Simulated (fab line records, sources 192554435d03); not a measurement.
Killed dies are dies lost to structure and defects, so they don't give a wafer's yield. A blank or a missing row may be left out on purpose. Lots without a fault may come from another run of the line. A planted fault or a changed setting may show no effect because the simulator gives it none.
Which tool did it? | flow n5_finfet | 11 lots, 31 wafers sampled, at 1 step of a route of 1938

WHAT THE GAUGES READ, wafer by wafer
N5_BEOL_M10_CD_MEAS_28: target cd 70 nm.
lot  | measured     | on        | cd_nm (nm)
L572 | day 10 14:13 | cd_sem-02 | 70.2 71.5 70.3
L573 | day 10 16:26 | cd_sem-03 | 69.0 68.9 69.7
L574 | day 11 00:57 | cd_sem-01 | 69.5 69.2 70.4
L575 | day 11 09:30 | cd_sem-03 | 69.6 67.7 68.2
L576 | day 11 09:40 | cd_sem-02 | 70.1 69.2
L582 | day 13 07:01 | cd_sem-01 | 71.5 70.3 71.0
L583 | day 13 14:55 | cd_sem-03 | 70.4 69.9
L587 | day 14 09:56 | cd_sem-02 | 67.8 69.8 69.5
L585 | day 14 11:22 | cd_sem-03 | 67.5 68.6 69.2
L588 | day 14 11:32 | cd_sem-02 | 67.5 66.9 68.5
L590 | day 15 13:46 | cd_sem-02 | 70.8 69.4 68.7

WHICH TOOL RAN EACH LOT (tool, then ch and the chambers of the sampled wafers, then the start)
The record holds no process step before these readings.

THE ANSWER, worked out from the rows above alone
Rule: what is usual is taken from the lots themselves. Put in order of their means at a reading, lots are off if they are a third of the lots or fewer, leave a main group of 4 or more, and stand apart from it by a gap of 3 or more times the standard deviation of the main group's means; of several such gaps the widest counts. A main group whose means are all the same, to the digits that the tables above print for the reading, isn't used. A lot without any number at a reading at which 4 lots or more have one is off too. The other lots that the step has rows for count as sound.
No lot is off at any reading shown: from this, nothing can be told.

WHAT THE SIMULATOR HAD PUT IN
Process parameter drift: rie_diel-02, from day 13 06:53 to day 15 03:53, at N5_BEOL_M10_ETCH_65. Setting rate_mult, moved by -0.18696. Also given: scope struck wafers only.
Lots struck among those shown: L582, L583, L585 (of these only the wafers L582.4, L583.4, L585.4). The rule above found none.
